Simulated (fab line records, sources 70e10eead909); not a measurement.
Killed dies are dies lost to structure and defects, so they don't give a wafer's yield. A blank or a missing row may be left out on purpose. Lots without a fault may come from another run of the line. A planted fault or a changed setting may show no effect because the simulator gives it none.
fab line records | flow nand_harc
record lots=5 wafers=15 last_day=24
route steps=1159 shown P_GATE@126 END@1159
lots that met no fault: from a run of the same line without faults
start_h: hours from the record's first day to the start of the lot's first wafer shown | wait_h: hours since the lot's step before | " the same as in the row above | L1.1+2: a row that stands for several wafers | - no value, or no start given | * or withheld: withheld | < > ~ a bound
route shown NAME@n: a module of which the file shows steps, and the number in the route of the first | usual: mean/standard deviation of fault-free wafers | same: alike in all rows | chamber/n: place in a boat | sites: the reading at each site | _std_site: their standard deviation | _edge_site: outer sites' mean less inner sites' | radius_mm: how far each site lies from the wafer's centre | mask NAME#n: copy n | behind: the tool/chamber that last shaped the wafer | hold: why the lot was held/for how many hours/how that ended | device: the transistor (n, p or np) that didn't switch | end of line: the same wafers' tests at the end of the route | a step without rows: its recipe alone | killed: dies lost to structure and defects at the first sort, not the wafer's yield | map: a wafer's dies, x killed, . not, _ none there
set.NAME: the setting as run; set.NAME@STEP: as run at that earlier step | model.NAME: the simulator's own value behind a step, which no gauge read
lots at some steps of the route; a table a step, a row a wafer
services: from which hour (start_h, from the record's first day; less than 0 if before it) a tool's chamber was out of use, for how many hours, and why
## steps
# step NHARC_P_GATE_STRIP_15
# recipe time_s=780 temp_c=130 chemistry=SPM
# step NHARC_P_GATE_PRECLEAN_71
# recipe time_s=* temp_c=50 bath_age_min=0 chemistry=SC1
# step NHARC_P_GATE_SRD_72
# step NHARC_P_GATE_OXIDE_16
# recipe target_thk_a=30 temp_c=875 ox_time_s=392 material=SiO2
# step NHARC_P_GATE_CVD_17
# recipe target_thk_a=1500 temp_c=620 time_s=900 material=poly-Si
# step NHARC_P_GATE_HM_DEP_102
# recipe target_thk_a=1200 temp_c=400 material=aC
# usual susceptor_temp_C=399.95/0.25 throttle_valve_pct=35.000/0.0088
# columns lot.wafer tool chamber start_h wait_h susceptor_temp_C throttle_valve_pct
L932.1 acl_dep-03 0 108.50 1.6 399.95 35.000
L932.5 " 0 " " 399.95 35.005
L932.6 " 0 " " 400.00 34.998
L939.3 acl_dep-02 0 158.63 1.2 - 35.004
L939.4 " 0 " " - 34.988
L939.6 " 0 " " - 34.998
L944.1 acl_dep-02 0 181.43 3.2 - 35.008
L944.3 " 0 " " - 35.000
L944.6 " 0 " " - 35.007
L947.1 acl_dep-02 0 193.29 1.2 399.73 34.988
L947.3 " 0 " " 400.00 34.987
L947.6 " 0 " " 399.87 34.997
L952.2 acl_dep-01 0 225.91 1.1 400.31 34.992
L952.3 " 0 " " 400.43 34.976
L952.5 " 0 " " 400.30 35.007
# step NHARC_P_GATE_DEP_103
# recipe target_thk_a=300 target_thk_nm=30 temp_c=400 flow_sccm=200 rf_w=350 material=SiON
# usual heater_power_outer_w=460/73 heater_power_w=792/120 susceptor_temp_C=399.99/0.24
# columns lot.wafer tool chamber start_h wait_h heater_power_outer_w heater_power_w susceptor_temp_C
L932.1 pecvd-03 0 109.17 0.6 499 865 399.77
L932.6 " 0 " " 485 879 399.77
L932.5 " 2 " " 405 707 400.38
L939.3 pecvd-04 2 159.07 0.3 552 870 399.56
L939.4 " 0 " " 340 602 400.46
L939.6 " 1 " " 650 993 400.00
L944.3 pecvd-02 2 182.12 0.4 493 916 399.81
L944.1 " 0 " " 431 684 399.95
L944.6 " 1 " " 470 763 399.76
L947.3 pecvd-03 2 193.96 0.3 408 670 399.92
L947.1 " 0 " " 490 844 400.02
L947.6 " 1 " " 356 719 399.70
L952.2 pecvd-02 1 226.58 0.6 499 828 400.04
L952.3 " 2 " " 495 893 400.06
L952.5 " 1 " " 508 791 399.96
# step NHARC_P_GATE_DEHYDRATE_18
# recipe temp_c=150 time_s=120
# step NHARC_P_GATE_HMDS_19
# recipe time_s=30
# step NHARC_P_GATE_COAT_20
# recipe spin_rpm=1500 resist_thk_nm=90
# step NHARC_P_GATE_SOFTBAKE_21
# recipe temp_c=105 time_s=55
# step NHARC_P_GATE_EBR_22
# step NHARC_P_GATE_EXPOSE_23
# recipe na=1.35 target_cd_nm=120 dose_mj=93.91 mask_id=P_GATE
# same na=1.35
# columns lot.wafer tool chamber start_h wait_h mask
L932.1+5+6 arfi_scanner-01 0 109.70 - P_GATE#0
L939.3+4+6 arfi_scanner-03 0 159.50 - P_GATE#0
L944.1+3+6 arfi_scanner-01 0 182.51 - P_GATE_R1#0
L947.1+3+6 arfi_scanner-02 0 194.49 - P_GATE#0
L952.2+3+5 arfi_scanner-02 0 227.10 - P_GATE#0
# step NHARC_P_GATE_PEB_24
# recipe peb_temp_c=100 peb_time_s=65
# step NHARC_P_GATE_DEVELOP_25
# recipe develop_time_s=35 dev_temp_c=23
# step NHARC_P_GATE_CD_MEAS_26
# recipe target_cd_nm=120 landing_energy_ev=500
# usual cd_nm=120.1/0.61
# columns lot.wafer tool chamber start_h wait_h cd_nm
L932.1 cd_sem-03 0 109.84 - 119.0
L932.5 " 0 " " 119.8
L932.6 " 0 " " 118.9
L939.3 cd_sem-03 0 159.64 - 120.4
L939.4 " 0 " " 120.4
L939.6 " 0 " " 120.0
L944.1 cd_sem-02 0 182.65 - 117.0
L944.3 " 0 " " 116.6
L944.6 " 0 " " 116.1
L947.1 cd_sem-02 0 194.63 - 120.4
L947.3 " 0 " " 119.6
L947.6 " 0 " " 119.4
L952.2 cd_sem-01 0 227.24 - 119.4
L952.3 " 0 " " 118.7
L952.5 " 0 " " 119.5
# step NHARC_P_GATE_OVL_MEAS_27
# usual overlay_x_nm=0.2/0.89 overlay_y_nm=0.2/0.76
# columns lot.wafer tool chamber start_h wait_h overlay_x_nm overlay_y_nm
L932.1 overlay-01 - 109.93 - 0.4 0.2
L932.5 " - " " 1.0 0.3
L932.6 " - " " 1.0 0.7
L939.3 overlay-02 - 159.72 - -0.2 0.8
L939.4 " - " " -0.7 1.3
L939.6 " - " " -0.5 0.6
L944.1 overlay-02 - 182.73 - 0.5 0.0
L944.3 " - " " 0.0 -0.4
L944.6 " - " " -0.4 -0.9
L947.1 overlay-02 - 194.73 - 0.1 0.2
L947.3 " - " " 0.7 0.6
L947.6 " - " " 0.1 0.8
L952.2 overlay-02 - 227.33 - 0.8 1.1
L952.3 " - " " 1.2 1.0
L952.5 " - " " 0.9 1.4
# step NHARC_P_GATE_INSPECT_28
# usual raw_defect_count=6/3.4
# columns lot.wafer tool chamber start_h wait_h raw_defect_count
L932.1 defect_inspect-01 - 109.97 0.0 3
L932.5 " - " " 11
L932.6 " - " " 6
L939.3 defect_inspect-01 - 159.76 0.0 2
L939.4 " - " " 5
L939.6 " - " " 2
L944.1 defect_inspect-01 - 182.77 0.0 4
L944.3 " - " " 4
L944.6 " - " " 7
L947.1 defect_inspect-02 - 194.77 0.0 6
L947.3 " - " " 12
L947.6 " - " " 11
L952.2 defect_inspect-02 - 227.38 0.1 5
L952.3 " - " " 16
L952.5 " - " " 10
# step NHARC_P_GATE_DESCUM_31
# recipe time_s=3 o2_flow_sccm=200 ar_flow_sccm=0 bias_power_w=0 chemistry=O2
# usual drypump_motor_current_A=5.7/0.46 oes_product_au=0.994/0.01 rf_vpp_V=57.9/0.89 showerhead_plenum_p_Torr=1.93/0.087 throttle_valve_pct=11.311/0.0097
# columns lot.wafer tool chamber start_h wait_h drypump_motor_current_A oes_product_au rf_hours_counter_h rf_vpp_V showerhead_plenum_p_Torr throttle_valve_pct model.P_GATE.cd_nm
L932.1 rie_diel-08 3 110.04 0.1 6.0 1.002 58 57.7 2.00 11.309 119.6
L932.5 " 3 " " 6.0 1.006 - 57.9 2.00 11.329 119.6
L932.6 " 0 " " 5.6 0.987 - 58.8 1.98 11.314 118.6
L939.4 rie_diel-07 0 159.82 0.1 5.7 0.988 20 57.9 1.82 11.305 120.6
L939.3 " 2 " " 5.5 1.002 19 57.3 1.86 11.316 120.9
L939.6 " 3 " " 6.8 0.995 - 57.1 2.02 11.313 120.6
L944.1 rie_diel-08 2 182.90 0.1 5.7 1.005 17 56.0 1.78 11.332 116.5
L944.3 " 3 " " 6.0 0.999 22 58.3 1.99 11.306 116.2
L944.6 " 3 " " 6.0 0.993 - 57.7 1.99 11.299 116.2
L947.3 rie_diel-01 3 194.83 0.1 5.1 0.994 18 55.1 1.97 11.320 119.1
L947.1 " 1 " " 5.6 1.013 17 58.6 1.93 11.315 120.4
L947.6 " 0 " " 6.0 0.996 - 58.0 2.07 11.298 119.3
L952.2 rie_diel-07 2 227.45 0.1 5.5 1.012 31 57.2 1.86 11.320 119.5
L952.3 " 0 " " 5.7 0.974 32 57.0 1.81 11.301 119.6
L952.5 " 1 " " 5.4 0.976 - 59.1 2.03 11.315 118.9
# step NHARC_P_GATE_ETCH_104
# recipe target_depth_a=600 time_s=withheld cf4_flow_sccm=100 chf3_flow_sccm=30 ar_flow_sccm=0 rf_w=500 bias_w=200 chemistry=CF4/CHF3
# usual cf4_flow_sccm=100.0/0.31 drypump_motor_current_A=5.7/0.46 oes_product_au=0.939/0.024 rf_vpp_V=371.1/2.4 showerhead_plenum_p_Torr=1.59/0.066 throttle_valve_pct=16.801/0.0089
# columns lot.wafer tool chamber start_h wait_h cf4_flow_sccm drypump_motor_current_A oes_product_au rf_vpp_V showerhead_plenum_p_Torr throttle_valve_pct
L932.1 rie_diel-08 3 110.17 0.1 100.3 6.0 0.945 373.2 1.64 16.808
L932.5 " 3 " " 100.3 6.0 0.946 372.4 1.64 16.800
L932.6 " 0 " " 100.4 5.5 0.935 372.4 1.62 16.798
L939.3 rie_diel-07 1 159.90 0.1 100.0 5.4 0.914 372.7 1.67 16.789
L939.4 " 0 " " 100.0 5.7 0.906 369.6 1.50 16.794
L939.6 " 2 " " 100.5 5.5 0.927 369.2 1.53 16.800
L944.1 rie_diel-08 2 183.07 0.2 99.9 5.6 0.920 366.9 1.47 16.803
L944.3 " 3 " " 99.9 6.0 0.929 374.2 1.63 16.792
L944.6 " 1 " " 100.2 5.2 0.923 369.4 1.55 16.809
L947.1 rie_diel-01 3 194.91 0.1 100.3 5.0 0.959 372.8 1.62 16.811
L947.3 " 2 " " 100.4 5.5 0.981 369.5 1.56 16.799
L947.6 " 0 " " 99.5 6.0 0.954 375.7 1.70 16.795
L952.3 rie_diel-07 3 227.52 0.1 99.3 6.7 0.902 374.2 1.65 16.808
L952.2 " 2 " " 99.4 5.5 0.929 370.5 1.53 16.807
L952.5 " 3 " " 100.1 6.8 0.916 372.1 1.65 16.795
# step NHARC_P_GATE_HM_OPEN_105
# recipe target_depth_a=3600 o2_flow_sccm=400 cos_flow_sccm=20 ar_flow_sccm=0 rf_w=500 bias_w=300 chemistry=O2/COS
# usual drypump_motor_current_A=5.7/0.46 oes_product_au=0.996/0.01 rf_vpp_V=467.7/2.8 showerhead_plenum_p_Torr=3.15/0.13 throttle_valve_pct=28.331/0.01
# columns lot.wafer tool chamber start_h wait_h drypump_motor_current_A oes_product_au rf_hours_counter_h rf_vpp_V showerhead_plenum_p_Torr throttle_valve_pct
L932.1 rie_diel-08 0 - - 5.5 0.992 58 469.9 3.22 28.323
L932.6 " 3 " " 6.0 1.011 - 470.0 3.25 28.333
L932.5 " 0 " " 5.6 1.002 - 468.7 3.22 28.325
L939.3 rie_diel-07 1 - - 5.4 0.987 20 471.2 3.31 28.324
L939.4 " 3 " " 6.7 0.993 17 471.4 3.28 28.317
L939.6 " 2 " " 5.5 0.992 - 464.0 3.04 28.326
L944.1 rie_diel-08 2 - - 5.6 1.008 17 462.4 2.91 28.329
L944.3 " 0 " " 5.5 1.010 22 469.9 3.21 28.325
L944.6 " 2 " " 5.6 1.014 - 462.1 2.91 28.353
L947.1 rie_diel-01 2 - - 5.5 1.000 17 468.4 3.10 28.328
L947.3 " 0 " " 6.0 0.997 16 471.1 3.36 28.333
L947.6 " 2 " " 5.6 0.997 - 466.2 3.10 28.327
L952.2 rie_diel-07 2 - - 5.5 1.010 31 465.3 3.03 28.332
L952.3 " 0 " " 5.8 0.978 32 462.5 2.97 28.333
L952.5 " 2 " " 5.5 1.003 - 464.5 3.03 28.341
# step NHARC_P_GATE_STRIP_106
# recipe o2_flow_sccm=400 cos_flow_sccm=20 ar_flow_sccm=0 bias_w=0 chemistry=O2/COS
# step NHARC_P_GATE_ETCH_114
# recipe target_depth_a=300 overetch_a=30 time_s=16.5 ion_energy_ev=100 cf4_flow_sccm=80 o2_flow_sccm=20 ar_flow_sccm=0 rf_w=300 bias_w=100 chemistry=CF4/O2
# usual cf4_flow_sccm=80.00/0.26 drypump_motor_current_A=5.7/0.46 oes_product_au=0.996/0.01 rf_vpp_V=198.0/1.4 showerhead_plenum_p_Torr=1.35/0.058 throttle_valve_pct=13.397/0.0089
# columns lot.wafer tool chamber start_h wait_h cf4_flow_sccm drypump_motor_current_A oes_product_au rf_hours_counter_h rf_vpp_V showerhead_plenum_p_Torr throttle_valve_pct model.P_GATE.cd_nm
L932.1 rie_diel-08 1 - - 79.92 5.2 1.015 58 198.7 1.32 13.402 119.5
L932.5 " 1 " " 80.05 5.2 1.009 - 198.0 1.32 13.396 119.2
L932.6 " 3 " " 80.16 6.0 0.998 - 200.2 1.39 13.407 117.3
L939.4 rie_diel-07 0 - - 79.92 5.7 0.980 20 196.6 1.27 13.403 122.6
L939.3 " 1 " " 79.90 5.4 0.993 20 199.6 1.42 13.391 121.5
L939.6 " 0 " " 80.05 5.7 0.989 - 197.3 1.27 13.396 121.3
L944.1 rie_diel-08 3 - - 79.74 6.0 0.992 22 198.8 1.39 13.398 118.4
L944.3 " 0 " " 80.35 5.5 1.002 22 199.6 1.37 13.388 118.2
L944.6 " 3 " " 80.24 6.0 0.991 - 197.5 1.39 13.382 117
L947.1 rie_diel-01 2 - - 80.04 5.5 0.993 19 197.7 1.33 13.411 117.1
L947.3 " 3 " " 79.70 5.1 1.013 20 198.0 1.37 13.386 118.6
L947.6 " 1 " " 79.83 5.7 1.009 - 198.8 1.35 13.397 116.4
L952.3 rie_diel-07 1 - - 80.63 5.4 0.986 32 199.2 1.42 13.408 117
L952.2 " 0 " " 79.75 5.7 0.985 32 197.5 1.27 13.385 119.6
L952.5 " 1 " " 80.30 5.3 0.991 - 199.9 1.42 13.417 118.7
# step NHARC_P_GATE_ETCH_32
# recipe target_depth_a=1500 over_etch_frac=1 over_etch_ion_energy_ev=40 time_s=100.1 hbr_flow_sccm=150 cl2_flow_sccm=50 rf_w=400 icp_w=400 bias_w=100 chemistry=HBr/Cl2
# usual drypump_motor_current_A=5.7/0.42 he_backside_leak_sccm=2.72/0.21 oes_product_au=0.998/0.01 throttle_valve_pct=26.405/0.01
# same over_etch_frac=1
# columns lot.wafer tool chamber start_h wait_h drypump_motor_current_A he_backside_leak_sccm oes_product_au rf_hours_counter_h throttle_valve_pct
L932.1 rie_si-05 3 110.77 - 5.8 2.93 1.011 0.4 26.413
L932.5 " 1 " " 5.5 3.09 1.006 - 26.441
L932.6 " 2 " " 6.1 2.59 1.001 - 26.408
L939.4 rie_si-05 2 160.31 - 6.1 2.62 0.999 0.8 26.408
L939.3 " 3 " " 5.8 2.83 1.000 0.8 26.409
L939.6 " 1 " " 5.5 3.02 1.006 - 26.416
L944.1 rie_si-04 0 183.55 - 5.5 2.63 0.999 0.6 26.421
L944.3 " 3 " " 5.3 2.88 0.992 0.5 26.418
L944.6 " 1 " " 5.8 2.60 0.993 - 26.408
L947.1 rie_si-02 1 197.16 - 5.7 2.41 1.020 1.4 26.405
L947.3 " 2 " " 6.1 2.70 1.006 1.3 26.401
L947.6 " 1 " " 5.7 2.42 1.021 - 26.423
L952.3 rie_si-02 3 227.93 - 5.9 3.00 1.006 0.0 26.415
L952.2 " 0 " " 5.7 2.55 1.006 0.0 26.414
L952.5 " 1 " " 5.7 2.24 0.998 - 26.416
# step NHARC_END_SORT_01
# recipe temp_c=25
# usual killed_at_array=28/11 killed_at_other=0.6/0.85 killed_at_periphery=2.8/2.3 killed_dies=31/11 killed_open=3.1/1.6 killed_short=2.0/1.4
# same gross_dies=677
# columns lot.wafer tool chamber start_h wait_h killed_at_array killed_at_other killed_at_periphery killed_dies killed_open killed_short
L939.3 prober-01 0 517.12 3.1 17 1 5 23 4 1
L939.4 prober-01 0 517.91 3.4 16 0 0 16 0 1
L939.6 prober-01 0 519.50 4.0 14 0 1 15 2 0
L947.1 prober-02 0 531.77 2.5 52 0 11 63 8 3
L947.3 prober-02 0 533.33 3.1 36 1 5 42 1 2
# killed by level:class
L939.3 P_M2:chamber_film_flake=4 A_STAIRCASE:chamber_film_flake=4 A_CHANNEL_HOLE_D1:chamber_film_flake=3 A_WL_FILL:geometric_particle:open=2 A_CONTACT:chamber_film_flake=2 P_M0:geometric_particle:open=1 A_CHANNEL_FILL_D1:geometric_particle:short=1 STARTING-WAFER:geometric_particle:open=1
L939.4 A_STAIRCASE:chamber_film_flake=7 A_CONTACT:chamber_film_flake=5 A_CHANNEL_HOLE_D1:chamber_film_flake=2 A_WL_FILL:geometric_particle:short=1 A_ZERO_WELL:chamber_film_flake=1
L939.6 A_STAIRCASE:chamber_film_flake=4 A_ZERO_WELL:chamber_film_flake=3 A_CHANNEL_HOLE_D1:chamber_film_flake=3 A_BONDPAD:chamber_film_flake=2 P_CONTACT:geometric_particle:open=1 A_CHANNEL_FILL_D1:geometric_particle:open=1 A_CHANNEL_FILL_D1:chamber_film_flake=1
L947.1 A_CHANNEL_HOLE_D1:chamber_film_flake=25 A_SLIT:chamber_film_flake=22 P_GATE:geometric_particle:open=3 P_M0:geometric_particle:open=3 A_CONTACT:chamber_film_flake=3 P_ZERO_WELL:chamber_film_flake=2 P_CONTACT:geometric_particle:open=1 P_CONTACT:geometric_particle:short=1
L947.3 A_CHANNEL_HOLE_D1:chamber_film_flake=24 A_SLIT:chamber_film_flake=8 P_ZERO_WELL:chamber_film_flake=4 A_CONTACT:chamber_film_flake=2 P_M0:geometric_particle:short=1 A_CONTACT:geometric_particle:open=1 A_BLC:geometric_particle:short=1 HYBRID_BOND:latent=1
## services
# columns tool chamber start_h hours kind
arfi_scanner-02 - 87.45 1.2 repair
rie_si-04 - 99.00 9.0 pm
rie_si-05 - 99.60 0.3 repair
arfi_scanner-02 - 103.62 56.0 repair
rie_diel-08 2 107.24 12.5 repair
pecvd-03 - 111.49 13.0 pm
acl_dep-01 - 114.03 13.0 pm
rie_diel-07 3 123.18 6.4 repair
rie_diel-08 - 124.80 9.0 pm
rie_diel-01 2 129.59 5.5 repair
acl_dep-02 - 134.49 3.6 repair
rie_si-02 0 135.37 3.4 repair
rie_diel-01 - 138.37 9.0 pm
arfi_scanner-03 - 142.09 4.0 pm
pecvd-02 - 153.01 13.0 pm
rie_diel-01 0 161.94 4.9 repair
rie_diel-08 2 164.66 7.4 repair
acl_dep-02 - 168.43 13.0 pm
arfi_scanner-01 - 171.48 1.6 repair
arfi_scanner-01 - 173.90 0.5 repair
arfi_scanner-01 - 196.00 4.0 pm
rie_diel-01 - 205.01 0.6 repair
rie_si-02 - 211.00 9.0 pm
rie_diel-01 3 213.66 4.4 repair
## key
first_sign step=NHARC_P_GATE_EXPOSE_23 reading=mask direction=changed
effect step=NHARC_P_GATE_CD_MEAS_26 reading=cd_nm direction=down sigmas=5.7 usual=120.1 struck=116.6
model_effect step=NHARC_P_GATE_DESCUM_31 value=P_GATE.cd_nm without=119.5 struck=116.3
model_effect step=NHARC_P_GATE_ETCH_114 value=P_GATE.cd_nm without=121.1 struck=117.9
met_at NHARC_P_GATE_EXPOSE_23
struck_wafers L944.1,L944.3,L944.6
tester_left_out L944
onset_between 109.70 182.51
fault kind=wrong_mask tool=any chamber=- onset_h=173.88 steps=NHARC_P_GATE_EXPOSE_23 aux_copy=P_GATE_R1#0 cd_offset_nm=-3.2382 scope=struck_lots_only
# tester_left_out: of these lots the tester's yield and bins aren't shown, on N5 and GAA mostly nor the transistor test; their killed dies are dies lost to structure and defects alone, not to doping, threshold or leakage, so they don't give the yield
